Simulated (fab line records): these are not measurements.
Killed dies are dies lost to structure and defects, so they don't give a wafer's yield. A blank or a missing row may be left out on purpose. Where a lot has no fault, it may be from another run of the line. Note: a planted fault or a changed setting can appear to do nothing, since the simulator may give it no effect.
A sampling plan put to the test / flow nandHarc / 49 faults told of in these records, all on one fab line, each judged by the records of the lots it struck
What counts as the plan is the set of the line's own looks, namely the steps on the route at which a gauge or an inspection reads a wafer and does not change it. Where struck wafers have a number at a look and the file lists that look's usual mean and standard deviation on fault-free wafers, the look can be judged. Caught: 4 or more of those standard deviations (sigma) separate the usual mean from the mean of the struck wafers at a look after the fault's first step. On the tool: here the same test is run on the tool's own readings at the fault's steps. Also counted as caught: the struck wafers showing another recipe, or a record that is empty for them alone.

== THE FAULTS, as the simulator had put them in ==
1. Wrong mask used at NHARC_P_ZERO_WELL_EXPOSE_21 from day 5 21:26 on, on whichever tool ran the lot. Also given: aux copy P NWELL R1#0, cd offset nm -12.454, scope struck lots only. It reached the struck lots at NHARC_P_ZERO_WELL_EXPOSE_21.
2. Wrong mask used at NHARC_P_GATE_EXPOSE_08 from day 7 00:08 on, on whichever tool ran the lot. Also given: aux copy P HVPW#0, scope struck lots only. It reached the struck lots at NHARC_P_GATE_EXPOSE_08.
3. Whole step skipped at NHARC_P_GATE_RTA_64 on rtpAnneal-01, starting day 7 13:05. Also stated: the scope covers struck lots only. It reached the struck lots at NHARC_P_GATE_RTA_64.
4. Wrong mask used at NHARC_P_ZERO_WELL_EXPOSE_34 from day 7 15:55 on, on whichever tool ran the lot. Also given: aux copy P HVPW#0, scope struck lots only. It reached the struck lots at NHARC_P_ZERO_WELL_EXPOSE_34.
5. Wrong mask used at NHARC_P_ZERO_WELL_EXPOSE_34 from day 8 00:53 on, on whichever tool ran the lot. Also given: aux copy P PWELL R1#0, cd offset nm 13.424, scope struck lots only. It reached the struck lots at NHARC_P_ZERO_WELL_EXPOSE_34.
6. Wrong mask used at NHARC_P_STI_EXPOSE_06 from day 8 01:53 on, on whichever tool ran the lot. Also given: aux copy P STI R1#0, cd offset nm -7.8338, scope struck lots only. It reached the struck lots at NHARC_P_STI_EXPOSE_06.
7. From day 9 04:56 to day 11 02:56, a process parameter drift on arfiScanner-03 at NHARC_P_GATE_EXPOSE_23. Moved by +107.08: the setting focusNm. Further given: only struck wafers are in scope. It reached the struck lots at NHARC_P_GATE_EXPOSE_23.
8. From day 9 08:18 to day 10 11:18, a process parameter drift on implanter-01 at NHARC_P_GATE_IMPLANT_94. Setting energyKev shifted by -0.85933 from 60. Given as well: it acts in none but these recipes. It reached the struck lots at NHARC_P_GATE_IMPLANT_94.
9. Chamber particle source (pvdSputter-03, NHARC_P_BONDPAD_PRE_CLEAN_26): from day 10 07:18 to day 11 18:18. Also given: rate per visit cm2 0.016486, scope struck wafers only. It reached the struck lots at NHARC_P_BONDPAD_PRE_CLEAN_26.
10. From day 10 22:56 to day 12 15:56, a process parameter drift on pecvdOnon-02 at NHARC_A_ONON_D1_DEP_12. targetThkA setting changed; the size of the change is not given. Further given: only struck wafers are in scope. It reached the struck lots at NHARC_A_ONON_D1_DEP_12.
11. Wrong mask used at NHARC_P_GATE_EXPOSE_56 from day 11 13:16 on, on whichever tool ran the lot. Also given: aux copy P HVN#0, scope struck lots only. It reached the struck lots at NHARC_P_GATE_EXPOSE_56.
12. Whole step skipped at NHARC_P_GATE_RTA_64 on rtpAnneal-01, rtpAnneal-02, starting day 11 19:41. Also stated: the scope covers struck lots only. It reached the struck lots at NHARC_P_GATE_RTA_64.
13. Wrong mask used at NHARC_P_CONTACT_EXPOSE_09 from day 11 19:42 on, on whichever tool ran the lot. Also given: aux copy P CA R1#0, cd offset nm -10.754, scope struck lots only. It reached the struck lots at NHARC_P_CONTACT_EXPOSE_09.
14. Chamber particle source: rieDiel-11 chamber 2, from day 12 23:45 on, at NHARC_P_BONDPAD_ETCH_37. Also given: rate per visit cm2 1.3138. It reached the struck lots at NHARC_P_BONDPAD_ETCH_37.
15. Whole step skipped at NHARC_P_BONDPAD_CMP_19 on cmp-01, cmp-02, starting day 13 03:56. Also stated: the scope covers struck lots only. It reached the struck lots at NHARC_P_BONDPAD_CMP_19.
16. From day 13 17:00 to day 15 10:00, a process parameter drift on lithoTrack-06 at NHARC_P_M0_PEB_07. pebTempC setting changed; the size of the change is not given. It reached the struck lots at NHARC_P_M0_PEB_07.
17. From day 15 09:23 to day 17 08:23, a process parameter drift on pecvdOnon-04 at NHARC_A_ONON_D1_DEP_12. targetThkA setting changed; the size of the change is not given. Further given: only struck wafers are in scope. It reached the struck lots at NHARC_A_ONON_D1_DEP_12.
18. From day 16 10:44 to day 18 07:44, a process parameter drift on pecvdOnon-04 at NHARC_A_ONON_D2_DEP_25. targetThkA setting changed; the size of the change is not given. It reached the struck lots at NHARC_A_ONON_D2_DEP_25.
19. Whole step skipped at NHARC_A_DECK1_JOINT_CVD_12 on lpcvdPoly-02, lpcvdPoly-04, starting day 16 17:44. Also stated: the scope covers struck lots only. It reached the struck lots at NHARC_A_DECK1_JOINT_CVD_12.
20. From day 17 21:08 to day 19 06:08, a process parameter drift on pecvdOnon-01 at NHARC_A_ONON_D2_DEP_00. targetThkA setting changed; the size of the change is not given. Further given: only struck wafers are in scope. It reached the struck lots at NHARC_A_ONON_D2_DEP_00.
21. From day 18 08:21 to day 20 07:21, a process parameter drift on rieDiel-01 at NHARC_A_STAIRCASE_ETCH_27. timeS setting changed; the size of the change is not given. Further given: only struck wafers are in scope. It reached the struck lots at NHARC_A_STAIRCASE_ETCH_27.
22. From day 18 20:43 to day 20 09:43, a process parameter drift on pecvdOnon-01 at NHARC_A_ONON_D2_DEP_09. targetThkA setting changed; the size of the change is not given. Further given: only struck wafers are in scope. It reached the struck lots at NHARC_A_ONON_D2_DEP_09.
23. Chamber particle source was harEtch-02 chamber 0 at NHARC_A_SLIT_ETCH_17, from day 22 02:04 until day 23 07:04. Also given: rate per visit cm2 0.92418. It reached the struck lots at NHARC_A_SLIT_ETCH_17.
24. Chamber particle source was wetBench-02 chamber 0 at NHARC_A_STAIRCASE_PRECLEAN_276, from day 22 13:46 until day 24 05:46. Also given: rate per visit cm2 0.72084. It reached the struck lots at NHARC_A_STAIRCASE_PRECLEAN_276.
25. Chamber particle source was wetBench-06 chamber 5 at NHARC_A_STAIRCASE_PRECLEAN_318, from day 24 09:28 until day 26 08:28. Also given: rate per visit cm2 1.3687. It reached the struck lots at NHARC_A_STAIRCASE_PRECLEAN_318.
26. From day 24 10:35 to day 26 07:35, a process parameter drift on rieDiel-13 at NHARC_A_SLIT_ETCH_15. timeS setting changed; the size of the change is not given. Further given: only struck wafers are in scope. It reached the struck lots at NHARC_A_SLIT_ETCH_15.
27. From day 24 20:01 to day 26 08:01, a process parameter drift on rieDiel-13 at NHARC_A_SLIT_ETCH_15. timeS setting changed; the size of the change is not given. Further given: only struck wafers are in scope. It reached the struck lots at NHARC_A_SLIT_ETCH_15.
28. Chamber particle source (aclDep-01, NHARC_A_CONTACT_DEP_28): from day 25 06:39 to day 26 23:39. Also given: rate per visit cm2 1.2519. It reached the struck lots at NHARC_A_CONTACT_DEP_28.
29. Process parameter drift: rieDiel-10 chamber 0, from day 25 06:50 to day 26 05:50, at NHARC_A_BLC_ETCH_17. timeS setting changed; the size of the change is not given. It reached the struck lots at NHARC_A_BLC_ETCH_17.
30. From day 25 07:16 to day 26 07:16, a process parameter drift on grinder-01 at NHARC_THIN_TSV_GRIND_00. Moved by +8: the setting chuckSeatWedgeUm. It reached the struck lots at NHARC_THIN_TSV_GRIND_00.
31. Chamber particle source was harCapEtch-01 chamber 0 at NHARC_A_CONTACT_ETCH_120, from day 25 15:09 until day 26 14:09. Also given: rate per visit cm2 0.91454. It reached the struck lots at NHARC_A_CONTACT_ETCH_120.
32. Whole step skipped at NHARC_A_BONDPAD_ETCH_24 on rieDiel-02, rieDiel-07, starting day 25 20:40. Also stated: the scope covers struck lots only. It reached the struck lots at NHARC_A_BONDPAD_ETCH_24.
33. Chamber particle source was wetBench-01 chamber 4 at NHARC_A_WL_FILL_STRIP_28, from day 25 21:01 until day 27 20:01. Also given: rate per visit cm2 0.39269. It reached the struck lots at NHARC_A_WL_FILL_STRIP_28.
34. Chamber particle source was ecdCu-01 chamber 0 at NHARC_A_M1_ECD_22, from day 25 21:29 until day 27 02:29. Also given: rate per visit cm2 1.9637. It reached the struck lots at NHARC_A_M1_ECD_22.
35. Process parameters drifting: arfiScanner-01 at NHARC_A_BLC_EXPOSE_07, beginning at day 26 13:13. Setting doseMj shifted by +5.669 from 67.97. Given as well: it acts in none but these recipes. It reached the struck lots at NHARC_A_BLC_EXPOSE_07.
36. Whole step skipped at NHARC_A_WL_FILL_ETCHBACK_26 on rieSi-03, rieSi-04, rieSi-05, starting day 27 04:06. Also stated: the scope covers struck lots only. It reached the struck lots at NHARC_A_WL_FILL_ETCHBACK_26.
37. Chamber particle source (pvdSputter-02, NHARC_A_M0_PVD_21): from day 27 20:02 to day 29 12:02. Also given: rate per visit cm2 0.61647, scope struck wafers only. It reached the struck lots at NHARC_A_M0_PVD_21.
38. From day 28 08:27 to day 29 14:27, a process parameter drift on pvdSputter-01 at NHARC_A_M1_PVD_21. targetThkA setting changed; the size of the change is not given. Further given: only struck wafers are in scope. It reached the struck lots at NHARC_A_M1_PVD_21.
39. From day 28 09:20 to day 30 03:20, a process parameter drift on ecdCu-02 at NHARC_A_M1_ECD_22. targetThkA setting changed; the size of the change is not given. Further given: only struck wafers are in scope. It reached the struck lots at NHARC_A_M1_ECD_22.
40. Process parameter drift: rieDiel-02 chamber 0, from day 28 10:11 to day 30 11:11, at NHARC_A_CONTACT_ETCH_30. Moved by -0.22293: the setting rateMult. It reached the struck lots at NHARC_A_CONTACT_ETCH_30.
41. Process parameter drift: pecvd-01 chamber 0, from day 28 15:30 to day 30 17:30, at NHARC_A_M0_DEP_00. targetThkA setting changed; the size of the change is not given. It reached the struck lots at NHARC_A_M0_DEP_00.
42. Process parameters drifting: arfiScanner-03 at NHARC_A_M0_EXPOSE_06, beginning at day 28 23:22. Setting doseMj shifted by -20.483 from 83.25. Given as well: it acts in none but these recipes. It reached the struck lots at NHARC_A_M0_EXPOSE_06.
43. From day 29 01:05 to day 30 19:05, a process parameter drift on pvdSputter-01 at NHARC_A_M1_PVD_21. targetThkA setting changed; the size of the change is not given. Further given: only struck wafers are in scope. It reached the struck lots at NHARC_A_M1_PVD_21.
44. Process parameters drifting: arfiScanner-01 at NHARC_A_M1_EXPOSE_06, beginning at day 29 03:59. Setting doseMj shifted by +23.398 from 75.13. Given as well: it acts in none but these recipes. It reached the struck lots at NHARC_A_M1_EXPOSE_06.
45. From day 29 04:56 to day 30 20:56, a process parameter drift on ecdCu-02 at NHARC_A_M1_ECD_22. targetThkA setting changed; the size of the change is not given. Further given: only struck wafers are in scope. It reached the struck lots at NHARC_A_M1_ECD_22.
46. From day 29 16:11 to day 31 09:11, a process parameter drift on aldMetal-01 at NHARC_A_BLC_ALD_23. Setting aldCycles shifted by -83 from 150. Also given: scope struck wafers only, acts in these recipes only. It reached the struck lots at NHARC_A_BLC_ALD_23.
47. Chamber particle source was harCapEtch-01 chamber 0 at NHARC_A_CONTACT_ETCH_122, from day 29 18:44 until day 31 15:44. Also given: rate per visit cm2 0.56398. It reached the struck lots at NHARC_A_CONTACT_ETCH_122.
48. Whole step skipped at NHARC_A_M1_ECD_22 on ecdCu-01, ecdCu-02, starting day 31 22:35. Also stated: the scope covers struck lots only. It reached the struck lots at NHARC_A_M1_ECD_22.
49. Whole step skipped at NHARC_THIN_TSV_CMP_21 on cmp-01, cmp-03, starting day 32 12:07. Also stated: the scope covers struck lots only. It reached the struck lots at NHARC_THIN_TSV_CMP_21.

== WHAT THE PLAN SAW ==
fault=1; on the tool itself=no reading that can be judged; first look that catches it=NHARC_P_ZERO_WELL_CD_MEAS_24; reading, sigma=cdNm -6.0; median hours from its first step to that look=0.1; hours from the fault's start to the first struck lot there=5; judged looks passed uncaught=0
fault=2; on the tool itself=no reading that can be judged; first look that catches it=NHARC_END_SORT_01; reading, sigma=killedAtPeriphery +99 or beyond; median hours from its first step to that look=477.9; hours from the fault's start to the first struck lot there=484; judged looks passed uncaught=1
fault=3; on the tool itself=the tool's record is blank for the struck wafers; first look that catches it=NHARC_END_SORT_01; reading, sigma=killedAtPeriphery +99 or beyond; median hours from its first step to that look=460.1; hours from the fault's start to the first struck lot there=462; judged looks passed uncaught=0
fault=4; on the tool itself=no reading that can be judged; first look that catches it=NHARC_END_SORT_01; reading, sigma=killedAtPeriphery +99 or beyond; median hours from its first step to that look=541.7; hours from the fault's start to the first struck lot there=544; judged looks passed uncaught=0
fault=5; on the tool itself=under 2 sigma; first look that catches it=NHARC_P_ZERO_WELL_CD_MEAS_37; reading, sigma=cdNm +7.8; median hours from its first step to that look=0.1; hours from the fault's start to the first struck lot there=5; judged looks passed uncaught=0
fault=6; on the tool itself=under 2 sigma; first look that catches it=none of the 5 looks that can be judged after it; reading, sigma=strongest: overlayYNm at NHARC_P_STI_OVL_MEAS_10, +2.6; median hours from its first step to that look=-; hours from the fault's start to the first struck lot there=-; judged looks passed uncaught=5
fault=7; on the tool itself=no reading that can be judged; first look that catches it=NHARC_P_GATE_CD_MEAS_26; reading, sigma=cdNm -34; median hours from its first step to that look=0.1; hours from the fault's start to the first struck lot there=15; judged looks passed uncaught=0
fault=8; on the tool itself=beamEnergyKeV -45 sigma; first look that catches it=not the one look that can be judged after it; reading, sigma=-; median hours from its first step to that look=-; hours from the fault's start to the first struck lot there=-; judged looks passed uncaught=1
fault=9; on the tool itself=under 2 sigma; first look that catches it=none of the 3 looks that can be judged after it; reading, sigma=strongest: killedAtPeriphery at NHARC_END_SORT_01, +3.5; median hours from its first step to that look=-; hours from the fault's start to the first struck lot there=-; judged looks passed uncaught=3
fault=10; on the tool itself=under 2 sigma; first look that catches it=NHARC_A_ONON_D1_THK_MEAS_14; reading, sigma=thkNm -25; median hours from its first step to that look=0.4; hours from the fault's start to the first struck lot there=8; judged looks passed uncaught=0
fault=11; on the tool itself=under 2 sigma; first look that catches it=NHARC_END_SORT_01; reading, sigma=killedAtPeriphery +99 or beyond; median hours from its first step to that look=451.7; hours from the fault's start to the first struck lot there=451; judged looks passed uncaught=0
fault=12; on the tool itself=the tool's record is blank for the struck wafers; first look that catches it=NHARC_END_SORT_01; reading, sigma=killedAtPeriphery +99 or beyond; median hours from its first step to that look=437.9; hours from the fault's start to the first struck lot there=452; judged looks passed uncaught=1
fault=13; on the tool itself=no reading that can be judged; first look that catches it=NHARC_P_CONTACT_CD_MEAS_12; reading, sigma=cdNm -12; median hours from its first step to that look=0.1; hours from the fault's start to the first struck lot there=1; judged looks passed uncaught=0
fault=14; on the tool itself=under 2 sigma; first look that catches it=NHARC_END_SORT_01; reading, sigma=killedAtPeriphery +29; median hours from its first step to that look=426.2; hours from the fault's start to the first struck lot there=426; judged looks passed uncaught=0
fault=15; on the tool itself=the tool's record is blank for the struck wafers; first look that catches it=NHARC_P_BONDPAD_THK_MEAS_20; reading, sigma=thkNm +99 or beyond; median hours from its first step to that look=0.3; hours from the fault's start to the first struck lot there=8; judged looks passed uncaught=0
fault=16; on the tool itself=plateTempC +24 sigma; first look that catches it=NHARC_P_M0_CD_MEAS_09; reading, sigma=cdNm +11; median hours from its first step to that look=0.1; hours from the fault's start to the first struck lot there=11; judged looks passed uncaught=0
fault=17; on the tool itself=no reading that can be judged; first look that catches it=NHARC_A_ONON_D1_THK_MEAS_14; reading, sigma=thkNm +32; median hours from its first step to that look=0.5; hours from the fault's start to the first struck lot there=11; judged looks passed uncaught=0
fault=18; on the tool itself=no reading that can be judged; first look that catches it=NHARC_A_ONON_D2_THK_MEAS_27; reading, sigma=thkNm -46; median hours from its first step to that look=0.4; hours from the fault's start to the first struck lot there=25; judged looks passed uncaught=0
fault=19; on the tool itself=the tool's record is blank for the struck wafers; first look that catches it=NHARC_END_SORT_01; reading, sigma=killedDies +34; median hours from its first step to that look=316.4; hours from the fault's start to the first struck lot there=326; judged looks passed uncaught=0
fault=20; on the tool itself=under 2 sigma; first look that catches it=NHARC_A_ONON_D2_THK_MEAS_02; reading, sigma=thkNm +75; median hours from its first step to that look=0.5; hours from the fault's start to the first struck lot there=14; judged looks passed uncaught=0
fault=21; on the tool itself=runLengthS +24 sigma; first look that catches it=NHARC_END_SORT_01; reading, sigma=killedDies +13; median hours from its first step to that look=208.0; hours from the fault's start to the first struck lot there=224; judged looks passed uncaught=0
fault=22; on the tool itself=no reading that can be judged; first look that catches it=NHARC_A_ONON_D2_THK_MEAS_11; reading, sigma=thkNm +64; median hours from its first step to that look=0.5; hours from the fault's start to the first struck lot there=37; judged looks passed uncaught=0
fault=23; on the tool itself=under 2 sigma; first look that catches it=NHARC_A_SIN_REMOVE_INSPECT_04; reading, sigma=rawDefectCount +6.6; median hours from its first step to that look=8.9; hours from the fault's start to the first struck lot there=19; judged looks passed uncaught=0
fault=24; on the tool itself=no reading that can be judged; first look that catches it=NHARC_END_SORT_01; reading, sigma=killedAtArray +4.1; median hours from its first step to that look=184.8; hours from the fault's start to the first struck lot there=197; judged looks passed uncaught=0
fault=25; on the tool itself=under 2 sigma; first look that catches it=NHARC_END_SORT_01; reading, sigma=killedAtArray +4.8; median hours from its first step to that look=201.7; hours from the fault's start to the first struck lot there=220; judged looks passed uncaught=0
fault=26; on the tool itself=runLengthS -99 or beyond sigma; first look that catches it=NHARC_END_SORT_01; reading, sigma=killedAtArray +34; median hours from its first step to that look=115.5; hours from the fault's start to the first struck lot there=125; judged looks passed uncaught=0
fault=27; on the tool itself=runLengthS -99 or beyond sigma; first look that catches it=NHARC_END_SORT_01; reading, sigma=killedDies +33; median hours from its first step to that look=123.6; hours from the fault's start to the first struck lot there=116; judged looks passed uncaught=0
fault=28; on the tool itself=under 2 sigma; first look that catches it=NHARC_A_CONTACT_INSPECT_44; reading, sigma=rawDefectCount +20; median hours from its first step to that look=3.6; hours from the fault's start to the first struck lot there=11; judged looks passed uncaught=0
fault=29; on the tool itself=runLengthS -99 or beyond sigma; first look that catches it=NHARC_END_SORT_01; reading, sigma=killedDies +34; median hours from its first step to that look=51.2; hours from the fault's start to the first struck lot there=53; judged looks passed uncaught=0
fault=30; on the tool itself=under 2 sigma; first look that catches it=NHARC_END_SORT_01; reading, sigma=killedAtOther +99 or beyond; median hours from its first step to that look=18.3; hours from the fault's start to the first struck lot there=36; judged looks passed uncaught=0
fault=31; on the tool itself=no reading that can be judged; first look that catches it=NHARC_END_SORT_01; reading, sigma=killedAtArray +4.0; median hours from its first step to that look=73.5; hours from the fault's start to the first struck lot there=74; judged looks passed uncaught=0
fault=32; on the tool itself=the tool's record is blank for the struck wafers; first look that catches it=NHARC_END_SORT_01; reading, sigma=sort_bin_2_pct +75; median hours from its first step to that look=35.9; hours from the fault's start to the first struck lot there=37; judged looks passed uncaught=0
fault=33; on the tool itself=no reading that can be judged; first look that catches it=not the one look that can be judged after it; reading, sigma=strongest: killedDies at NHARC_END_SORT_01, +3.0; median hours from its first step to that look=-; hours from the fault's start to the first struck lot there=-; judged looks passed uncaught=1
fault=34; on the tool itself=no reading that can be judged; first look that catches it=NHARC_END_SORT_01; reading, sigma=sort_bin_2_pct +30; median hours from its first step to that look=40.7; hours from the fault's start to the first struck lot there=43; judged looks passed uncaught=1
fault=35; on the tool itself=exposureDoseMJCm2 +78 sigma; first look that catches it=none of the 2 looks that can be judged after it; reading, sigma=strongest: cdNm at NHARC_A_BLC_CD_MEAS_10, +3.7; median hours from its first step to that look=-; hours from the fault's start to the first struck lot there=-; judged looks passed uncaught=2
fault=36; on the tool itself=the tool's record is blank for the struck wafers; first look that catches it=NHARC_END_SORT_01; reading, sigma=killedAtArray +34; median hours from its first step to that look=81.1; hours from the fault's start to the first struck lot there=86; judged looks passed uncaught=0
fault=37; on the tool itself=under 2 sigma; first look that catches it=NHARC_END_SORT_01; reading, sigma=sort_bin_3_pct +9.1; median hours from its first step to that look=61.8; hours from the fault's start to the first struck lot there=78; judged looks passed uncaught=2
fault=38; on the tool itself=under 2 sigma; first look that catches it=NHARC_END_SORT_01; reading, sigma=sort_bin_2_pct +75; median hours from its first step to that look=40.5; hours from the fault's start to the first struck lot there=51; judged looks passed uncaught=1
fault=39; on the tool itself=no reading that can be judged; first look that catches it=none of the 2 looks that can be judged after it; reading, sigma=-; median hours from its first step to that look=-; hours from the fault's start to the first struck lot there=-; judged looks passed uncaught=2
fault=40; on the tool itself=oesProductAu -6.3 sigma; first look that catches it=NHARC_END_SORT_01; reading, sigma=killedAtArray +12; median hours from its first step to that look=51.1; hours from the fault's start to the first struck lot there=56; judged looks passed uncaught=0
fault=41; on the tool itself=no reading that can be judged; first look that catches it=NHARC_END_SORT_01; reading, sigma=sort_bin_2_pct +75; median hours from its first step to that look=46.9; hours from the fault's start to the first struck lot there=50; judged looks passed uncaught=0
fault=42; on the tool itself=exposureDoseMJCm2 -99 or beyond sigma; first look that catches it=NHARC_A_M0_CD_MEAS_09; reading, sigma=cdNm -18; median hours from its first step to that look=0.1; hours from the fault's start to the first struck lot there=4; judged looks passed uncaught=0
fault=43; on the tool itself=under 2 sigma; first look that catches it=NHARC_END_SORT_01; reading, sigma=sort_bin_2_pct +76; median hours from its first step to that look=37.3; hours from the fault's start to the first struck lot there=39; judged looks passed uncaught=1
fault=44; on the tool itself=exposureDoseMJCm2 +99 or beyond sigma; first look that catches it=NHARC_A_M1_CD_MEAS_09; reading, sigma=cdNm +22; median hours from its first step to that look=0.1; hours from the fault's start to the first struck lot there=3; judged looks passed uncaught=0
fault=45; on the tool itself=no reading that can be judged; first look that catches it=no look after it can be judged; reading, sigma=-; median hours from its first step to that look=-; hours from the fault's start to the first struck lot there=-; judged looks passed uncaught=0
fault=46; on the tool itself=under 2 sigma; first look that catches it=NHARC_END_SORT_01; reading, sigma=killedAtArray +34; median hours from its first step to that look=50.0; hours from the fault's start to the first struck lot there=76; judged looks passed uncaught=0
fault=47; on the tool itself=no reading that can be judged; first look that catches it=NHARC_END_SORT_01; reading, sigma=killedDies +4.2; median hours from its first step to that look=81.5; hours from the fault's start to the first struck lot there=83; judged looks passed uncaught=1
fault=48; on the tool itself=the tool's record is blank for the struck wafers; first look that catches it=NHARC_A_M1_THK_MEAS_24; reading, sigma=thkNm -77; median hours from its first step to that look=1.0; hours from the fault's start to the first struck lot there=2; judged looks passed uncaught=0
fault=49; on the tool itself=the tool's record is blank for the struck wafers; first look that catches it=NHARC_THIN_TSV_INSPECT_40; reading, sigma=rawDefectCount +63; median hours from its first step to that look=9.4; hours from the fault's start to the first struck lot there=15; judged looks passed uncaught=1
A dash: this means the fault isn't caught or the number doesn't appear in these records.

Caught at a look: 42 of 49. Caught on the tool: 18 of 49. By one or the other: 44 of 49.
On the tool alone, faults 8, 35 were caught.
Caught at a look alone: faults 1, 2, 4, 5, 7, 10, 11, 13, 14, 17, 18, 20, 22, 23, 24, 25, 28, 30, 31, 34, 37, 38, 41, 43, 46, 47.
Caught by neither: faults 6, 9, 33, 39, 45.

== THINNER SAMPLING ==
In the worst case, this is how late the first struck lot would be measured if the look that catches a fault measured only every second or every third lot, by lot number:
fault=1; struck lots at that look, in order of time=L130; every lot=5 h; every second lot=may miss it; every third lot=may miss it
fault=2; struck lots at that look, in order of time=L566; every lot=484 h; every second lot=may miss it; every third lot=may miss it
fault=3; struck lots at that look, in order of time=L649, L651; every lot=462 h; every second lot=may miss all 2; every third lot=may miss all 2
fault=4; struck lots at that look, in order of time=L327; every lot=544 h; every second lot=may miss it; every third lot=may miss it
fault=5; struck lots at that look, in order of time=L638; every lot=5 h; every second lot=may miss it; every third lot=may miss it
fault=7; struck lots at that look, in order of time=L240, L242; every lot=15 h; every second lot=may miss all 2; every third lot=may miss all 2
fault=10; struck lots at that look, in order of time=L804, L806; every lot=8 h; every second lot=may miss all 2; every third lot=may miss all 2
fault=11; struck lots at that look, in order of time=L380; every lot=451 h; every second lot=may miss it; every third lot=may miss it
fault=12; struck lots at that look, in order of time=L393, L394, L395; every lot=452 h; every second lot=454 h; every third lot=461 h
fault=13; struck lots at that look, in order of time=L192; every lot=1 h; every second lot=may miss it; every third lot=may miss it
fault=14; struck lots at that look, in order of time=L115, L117; every lot=426 h; every second lot=may miss all 2; every third lot=may miss all 2
fault=15; struck lots at that look, in order of time=L987, L988, L989; every lot=8 h; every second lot=18 h; every third lot=39 h
fault=16; struck lots at that look, in order of time=L836, L837; every lot=11 h; every second lot=15 h; every third lot=may miss all 2
fault=17; struck lots at that look, in order of time=L900, L901; every lot=11 h; every second lot=17 h; every third lot=may miss all 2
fault=18; struck lots at that look, in order of time=L741, L743; every lot=25 h; every second lot=may miss all 2; every third lot=may miss all 2
fault=19; struck lots at that look, in order of time=L348, L349, L350; every lot=326 h; every second lot=326 h; every third lot=334 h
fault=20; struck lots at that look, in order of time=L280, L281, L282; every lot=14 h; every second lot=14 h; every third lot=31 h
fault=21; struck lots at that look, in order of time=L189; every lot=224 h; every second lot=may miss it; every third lot=may miss it
fault=22; struck lots at that look, in order of time=L160; every lot=37 h; every second lot=may miss it; every third lot=may miss it
fault=23; struck lots at that look, in order of time=L279, L277; every lot=19 h; every second lot=may miss all 2; every third lot=may miss all 2
fault=24; struck lots at that look, in order of time=L256; every lot=197 h; every second lot=may miss it; every third lot=may miss it
fault=25; struck lots at that look, in order of time=L720, L723; every lot=220 h; every second lot=242 h; every third lot=may miss all 2
fault=26; struck lots at that look, in order of time=L605, L606; every lot=125 h; every second lot=125 h; every third lot=may miss all 2
fault=27; struck lots at that look, in order of time=L323, L326; every lot=116 h; every second lot=140 h; every third lot=may miss all 2
fault=28; struck lots at that look, in order of time=L813, L814; every lot=11 h; every second lot=26 h; every third lot=may miss all 2
fault=29; struck lots at that look, in order of time=L821; every lot=53 h; every second lot=may miss it; every third lot=may miss it
fault=30; struck lots at that look, in order of time=L255; every lot=36 h; every second lot=may miss it; every third lot=may miss it
fault=31; struck lots at that look, in order of time=L558, L559; every lot=74 h; every second lot=95 h; every third lot=may miss all 2
fault=32; struck lots at that look, in order of time=L226, L228, L229; every lot=37 h; every second lot=57 h; every third lot=may miss all 3
fault=34; struck lots at that look, in order of time=L287, L288; every lot=43 h; every second lot=56 h; every third lot=may miss all 2
fault=36; struck lots at that look, in order of time=L411, L412, L414; every lot=86 h; every second lot=93 h; every third lot=may miss all 3
fault=37; struck lots at that look, in order of time=L124, L125; every lot=78 h; every second lot=87 h; every third lot=may miss all 2
fault=38; struck lots at that look, in order of time=L753, L754, L755; every lot=51 h; every second lot=51 h; every third lot=58 h
fault=40; struck lots at that look, in order of time=L124, L127; every lot=56 h; every second lot=94 h; every third lot=may miss all 2
fault=41; struck lots at that look, in order of time=L366, L368; every lot=50 h; every second lot=may miss all 2; every third lot=may miss all 2
fault=42; struck lots at that look, in order of time=L998, L100; every lot=4 h; every second lot=may miss all 2; every third lot=may miss all 2
fault=43; struck lots at that look, in order of time=L942, L943; every lot=39 h; every second lot=42 h; every third lot=may miss all 2
fault=44; struck lots at that look, in order of time=L848, L852; every lot=3 h; every second lot=may miss all 2; every third lot=may miss all 2
fault=46; struck lots at that look, in order of time=L324, L326; every lot=76 h; every second lot=may miss all 2; every third lot=may miss all 2
fault=47; struck lots at that look, in order of time=L693, L695; every lot=83 h; every second lot=may miss all 2; every third lot=may miss all 2
fault=48; struck lots at that look, in order of time=L104, L102; every lot=2 h; every second lot=may miss all 2; every third lot=may miss all 2
fault=49; struck lots at that look, in order of time=L532, L533, L534; every lot=15 h; every second lot=21 h; every third lot=21 h
Hours are from the fault's start to the first struck lot that is measured. The limit of 4 sigma was tested on all struck wafers together, so one lot alone may lie under it. Other struck lots may not be in these records.

== THE LONGEST TIMED WAY FROM STEP TO LOOK ==
Fault 4: median gap of 541.7 hours between NHARC_P_ZERO_WELL_EXPOSE_34 and NHARC_END_SORT_01. No look between them can be judged.
